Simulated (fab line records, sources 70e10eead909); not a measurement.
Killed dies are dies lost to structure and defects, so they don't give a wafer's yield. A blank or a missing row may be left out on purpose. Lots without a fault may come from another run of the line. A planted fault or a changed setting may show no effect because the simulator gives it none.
Chamber matching | flow nand_harc | NHARC_P_BONDPAD_DEP_00 on pecvd-03: 3 sister chambers
The step deposits SiCN, target thk 250 nm. 22 wafers are shown with their chamber, then 11 later ones without.

WAFERS WITH THEIR CHAMBER
wafer  | chamber | heater_power_w (W) | heater_power_outer_w (W) | chamber_pressure_Torr (Torr)
L075.1 | 1       | 598                | 329                      | 3.010
L075.4 | 0       | 456                | 256                      | 2.997
L075.6 | 1       | 600                | 336                      | 3.005
L076.3 | 0       | 525                | 293                      | 2.990
L076.4 | 2       | 581                | 351                      | 3.000
L076.5 | 0       | 532                | 311                      | 2.993
L080.1 | 2       | 609                | 361                      | 3.012
L080.3 | 1       | 596                | 322                      | 2.990
L080.4 | 1       | 599                | 336                      | 2.998
L083.1 | 2       | 552                | 302                      | 3.005
L083.2 | 0       | 476                | 261                      | 3.003
L083.4 | 2       | 540                | 321                      | 2.996
L088.1 | 2       | 572                | 338                      | 3.003
L088.3 | 0       | 481                | 273                      | 3.008
L088.5 | 2       | 577                | 333                      | 3.001
L086.1 | 1       | 589                | 339                      | 3.012
L086.3 | 0       | 508                | 292                      | 2.996
L086.5 | 0       | 504                | 285                      | 3.006
L087.1 | 0       | 471                | 257                      | 2.999
L087.5 | 2       | 540                | 317                      | 3.004
L087.6 | 1       | 585                | 332                      | 2.999
L090.1 | 2       | 532                | 299                      | 2.991

SIGNATURES (means of the wafers above)
reading               | chamber 0 | chamber 1 | chamber 2 | scatter within a chamber
heater_power_w        | 494.12    | 594.50    | 562.88    | 23.2
heater_power_outer_w  | 278.50    | 332.33    | 327.75    | 18.4
chamber_pressure_Torr | 2.99900   | 3.00233   | 3.00150   | 0.00685
Rule: a wafer's distance from a chamber is the root of the sum, over the readings, of the square of ((its reading less the chamber's mean) divided by the reading's scatter). The wafer belongs to the nearest chamber; if the next one is less than 2 further off, it can't be placed. The scatter: the root of (the sum of the squares of (reading less its chamber's mean) over the shown wafers, divided by (wafers less chambers)).

WAFERS WITHOUT THEIR CHAMBER
wafer  | heater_power_w (W) | heater_power_outer_w (W) | chamber_pressure_Torr (Torr)
L090.3 | 514                | 281                      | 2.999
L090.6 | 542                | 301                      | 3.007
L091.4 | 624                | 337                      | 3.001
L091.5 | 495                | 279                      | 3.006
L091.6 | 499                | 295                      | 2.999
L096.1 | 472                | 258                      | 2.990
L096.2 | 605                | 336                      | 3.003
L096.3 | 611                | 367                      | 2.999
L097.3 | 514                | 292                      | 3.001
L097.4 | 636                | 378                      | 2.997
L097.6 | 480                | 272                      | 2.994

WHICH CHAMBER EACH WENT THROUGH
wafer  | from the rows above          | in truth
L090.3 | 0                            | 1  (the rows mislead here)
L090.6 | can't be placed: 2 or 0 or 1 | 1
L091.4 | can't be placed: 1 or 2      | 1
L091.5 | 0                            | 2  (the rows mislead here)
L091.6 | 0                            | 0
L096.1 | 0                            | 0
L096.2 | can't be placed: 1 or 2      | 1
L096.3 | can't be placed: 1 or 2      | 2
L097.3 | can't be placed: 0 or 2      | 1
L097.4 | can't be placed: 1 or 2      | 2
L097.6 | 0                            | 0
Placed correctly: 3 of 11. Can't be placed from these rows: 6 (the true chamber is among the candidates in 5). Placed wrongly: 2.
